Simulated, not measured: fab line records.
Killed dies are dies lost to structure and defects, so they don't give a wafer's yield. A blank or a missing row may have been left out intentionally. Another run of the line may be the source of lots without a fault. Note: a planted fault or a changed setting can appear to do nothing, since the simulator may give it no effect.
What tool caused it?    flow nand-harc    11 lots, 33 wafers sampled, at 6 steps of a route of 1159

## WHAT EACH GAUGE READ, for each wafer
NHARC_P_M1_THK_MEAS_24: measures by xrf. Usual: 158.4 nm for thk-nm, sd 1.3.
lot   measured      on             thk-nm (nm)        flag
L490  day 6 01:36   film-metro-01  157.9 157.8 159.8  
L493  day 6 18:03   film-metro-02  157.5 159.0 158.3  
L492  day 6 18:35   film-metro-01  161.7 159.8 160.0  
L494  day 6 20:24   film-metro-01  159.0 158.5 159.6  
L498  day 8 07:10   film-metro-01  157.2 156.6 156.9  
L499  day 8 12:02   film-metro-01  156.7 160.0 157.2  
L502  day 9 14:53   film-metro-02  158.2 158.4 157.0  
L504  day 9 22:22   film-metro-01  156.7 157.2 157.3  
L511  day 11 08:17  film-metro-02  406.5 408.2 397.1  OFF
L512  day 11 09:22  film-metro-01  394.1 393.1 396.3  OFF
L513  day 11 19:26  film-metro-01  157.9 157.3 157.7  

NHARC_END_SORT_01. Usual: defect-limited-yield 95.6 %, standard deviation 1.4; killed-at-array 26, standard deviation 9; killed-at-other 0.8, standard deviation 1.2; killed-at-periphery 3.2, standard deviation 2.3; killed-dies 30, standard deviation 9.1; killed-open 3.5, standard deviation 2; killed-short 1.8, standard deviation 1.4; sort_bin_2_pct 1.4 %, standard deviation 0.59; sort_bin_3_pct 0.25 %, standard deviation 0.22; sort_bin_4_pct 2.8 %, standard deviation 0.91; sort-n-pass 647, standard deviation 9.1; sort-rim-yield-pct 95.4 %, standard deviation 3; sort-yield-pct 95.6 %, standard deviation 1.4.
lot   measured      on         defect-limited-yield (%)  killed-at-array  killed-at-other  killed-at-periphery  killed-dies  killed-open  killed-short  sort_bin_2_pct (%)  sort_bin_3_pct (%)  sort_bin_4_pct (%)  sort-n-pass  sort-rim-yield-pct (%)  sort-yield-pct (%)  flag
L511  day 24 23:45  prober-02  0 0 0                     35 24 34         0 0 0            642 653 643          677 677 677  2 3 3        1 0 1         96.6 97.2 95.9      0.30 0 0.15         3.1 2.8 4.0         0 0 0        0 0 0                   0 0 0               OFF
L512  day 24 12:17  prober-02  0 0 0                     21 22 25         0 0 0            656 655 652          677 677 677  3 2 7        1 6 3         97.3 97.6 96.9      0.44 0 0.15         2.2 2.4 3.0         0 0 0        0 0 0                   0 0 0               OFF

## WHICH TOOL RAN EACH LOT (tool, then ch and the chambers of the sampled wafers, then the start)
lot   NHARC_P_M0_ANNEAL_30              NHARC_P_M1_ETCH_15                             NHARC_P_M1_ANNEAL_31              NHARC_P_M1_CMP_23
L490  rtp-anneal-01 ch 0, day 5 19:55   rie-diel-03 ch 0,1,2, day 6 00:55 or earlier   rtp-anneal-02 ch 0, day 6 00:55   cmp-01 ch 0,1,3, day 6 01:19
L493  rtp-anneal-01 ch 0, day 6 13:12   rie-diel-03 ch 1,3, day 6 17:27 or earlier     rtp-anneal-02 ch 0, day 6 17:27   cmp-03 ch 0,1,2, day 6 17:46
L492  rtp-anneal-01 ch 0, day 6 13:36   rie-diel-03 ch 0,3, day 6 17:59 or earlier     rtp-anneal-01 ch 0, day 6 17:59   cmp-01 ch 0,1, day 6 18:17
L494  rtp-anneal-01 ch 0, day 6 15:32   rie-diel-11 ch 1,2,3, day 6 19:44 or earlier   rtp-anneal-01 ch 0, day 6 19:44   cmp-01 ch 0,1,3, day 6 20:05
L498  rtp-anneal-01 ch 0, day 8 02:23   rie-diel-03 ch 0,1,3, day 8 06:33 or earlier   rtp-anneal-02 ch 0, day 8 06:33   cmp-02 ch 0,1,3, day 8 06:52
L499  rtp-anneal-02 ch 0, day 8 07:14   rie-diel-03 ch 0,1,2, day 8 11:23 or earlier   rtp-anneal-01 ch 0, day 8 11:23   cmp-02 ch 0,1,3, day 8 11:44
L502  rtp-anneal-01 ch 0, day 9 10:12   rie-diel-10 ch 0,3, day 9 14:14 or earlier     rtp-anneal-02 ch 0, day 9 14:14   cmp-02 ch 1,3, day 9 14:37
L504  rtp-anneal-01 ch 0, day 9 17:33   rie-diel-11 ch 0,1,3, day 9 21:43 or earlier   rtp-anneal-01 ch 0, day 9 21:43   cmp-03 ch 0,3, day 9 22:04
L511  rtp-anneal-01 ch 0, day 11 03:23  rie-diel-10 ch 1,2,3, day 11 07:37 or earlier  rtp-anneal-01 ch 0, day 11 07:37  cmp-01 ch 0,2,3, day 11 07:58
L512  rtp-anneal-02 ch 0, day 11 04:16  rie-diel-10 ch 1,2,3, day 11 08:43 or earlier  rtp-anneal-01 ch 0, day 11 08:43  cmp-03 ch 0,1,3, day 11 09:07
L513  rtp-anneal-02 ch 0, day 11 14:02  rie-diel-03 ch 1,3, day 11 18:49 or earlier    rtp-anneal-02 ch 0, day 11 18:49  cmp-02 ch 0,3, day 11 19:07
- NHARC_P_M0_ANNEAL_30: time 90 s.
- NHARC_P_M1_ETCH_15: etches the open film in C4F8/Ar, target depth 182.5 nm, time 91.2 s.
- NHARC_P_M1_ANNEAL_31: time 90 s.
- NHARC_P_M1_CMP_23: polishes, t overpolish 20 s, target thk 157.82 nm.

## WHAT THE TOOLS THEMSELVES READ (means of the sampled wafers that have a number; where no wafer has one, the mark that the record gives instead)
NHARC_P_M0_ANNEAL_30. Usual: anneal-temp-c-max 226.14, standard deviation 0.26; wafer_temp_C_max 225.83, standard deviation 0.26.
lot   tool           anneal-temp-c-max  wafer_temp_C_max  flag
L490  rtp-anneal-01  226.27             225.76            
L493  rtp-anneal-01  226.33             226.14            
L492  rtp-anneal-01  225.99             225.99            
L494  rtp-anneal-01  226.16             226.18            
L498  rtp-anneal-01  226.13             225.97            
L499  rtp-anneal-02  225.77             225.41            
L502  rtp-anneal-01  226.02             225.84            
L504  rtp-anneal-01  225.94             225.95            
L511  rtp-anneal-01  226.33             225.87            
L512  rtp-anneal-02  226.40             225.49            
L513  rtp-anneal-02  226.24             225.49            

NHARC_P_M1_ETCH_15. Usual: oes-product-au 0.959 a.u., standard deviation 0.021; rf-vpp-V 442.3 V, standard deviation 2.3.
lot   tool         oes-product-au (a.u.)  rf-vpp-V (V)  flag
L490  rie-diel-03  0.962                  442.4         
L493  rie-diel-03  0.946                  444.3         
L492  rie-diel-03  0.950                  442.3         
L494  rie-diel-11  0.989                  441.9         
L498  rie-diel-03  0.949                  442.0         
L499  rie-diel-03  0.969                  442.0         
L502  rie-diel-10  0.969                  440.5         
L504  rie-diel-11  0.949                  440.5         
L511  rie-diel-10  0.971                  444.7         
L512  rie-diel-10  0.975                  443.9         
L513  rie-diel-03  0.954                  443.8         

NHARC_P_M1_ANNEAL_31. Usual: anneal-temp-c-max 226.18, standard deviation 0.26; wafer_temp_C_max 225.76, standard deviation 0.28.
lot   tool           anneal-temp-c-max  wafer_temp_C_max  flag
L490  rtp-anneal-02  226.06             225.58            
L493  rtp-anneal-02  225.75             225.53            
L492  rtp-anneal-01  226.30             225.98            
L494  rtp-anneal-01  226.19             225.82            
L498  rtp-anneal-02  226.33             225.72            
L499  rtp-anneal-01  226.54             226.01            
L502  rtp-anneal-02  225.76             225.43            
L504  rtp-anneal-01  226.16             226.09            
L511  rtp-anneal-01  226.10             226.17            
L512  rtp-anneal-01  226.18             226.10            
L513  rtp-anneal-02  226.09             225.62            

NHARC_P_M1_CMP_23. Usual: edge-zone-pressure-frac 1.000, standard deviation 0.0052; motor-current-A 12.2 A, standard deviation 1.3; retaining-ring-pressure-frac 1.000, standard deviation 0.0051; slurry-flow-ml-min 150.0, standard deviation 0.47; time-to-endpoint-s 29.9 s, standard deviation 2.4.
lot   tool    edge-zone-pressure-frac  motor-current-A (A)  retaining-ring-pressure-frac  slurry-flow-ml-min  time-to-endpoint-s (s)  flag
L490  cmp-01  0.998                    11.4                 0.996                         149.7               30.1                    
L493  cmp-03  1.000                    14.3                 1.004                         149.7               28.1                    
L492  cmp-01  1.002                    11.7                 1.003                         150.1               30.8                    
L494  cmp-01  0.998                    11.4                 1.003                         150.2               31.5                    
L498  cmp-02  0.997                    11.6                 1.003                         150.0               27.1                    
L499  cmp-02  1.000                    11.5                 1.000                         150.2               29.6                    
L502  cmp-02  1.004                    12.5                 1.006                         150.1               26.8                    
L504  cmp-03  0.999                    13.2                 0.999                         149.5               28.0                    
L511  cmp-01  -                        -                    -                             -                   -                       OFF
L512  cmp-03  -                        -                    -                             -                   -                       OFF
L513  cmp-02  1.007                    11.3                 1.005                         150.2               27.4                    

## THE ANSWER, worked out from the rows above alone
Rule: a lot is off if the mean of its wafers that have a number lies more than 3 standard deviations from the usual mean. Also off: a lot with no number at a reading for which 4 or more lots have one. The other lots that the step has rows for count as sound. The gauges are gone through in route order, then the tools' own readings, and for those a lot's mean is taken as printed above. The first step at which some lot is off is used, and at that step the reading that is off furthest; a lot without a number counts as furthest.
Off, at NHARC_P_M1_THK_MEAS_24 on thk-nm: L511, L512.
If a tool, at a process step before that reading, ran all the lots that are off and no sound lot after the first of them, it fits. Not tried: the gauges at NHARC_P_M1_THK_MEAS_24; whatever is off there is also off at NHARC_END_SORT_01, on other tools, and gauge error can't account for it. Because NHARC_P_M1_ETCH_15 lacks a start for some lots, the hours and order of its lots are taken from NHARC_P_M1_ANNEAL_31. Undecided on this evidence; 2 tools fit (rie-diel-10 at NHARC_P_M1_ETCH_15, rtp-anneal-01 at NHARC_P_M1_ANNEAL_31).

## WHAT HAD BEEN PUT IN BY THE SIMULATOR
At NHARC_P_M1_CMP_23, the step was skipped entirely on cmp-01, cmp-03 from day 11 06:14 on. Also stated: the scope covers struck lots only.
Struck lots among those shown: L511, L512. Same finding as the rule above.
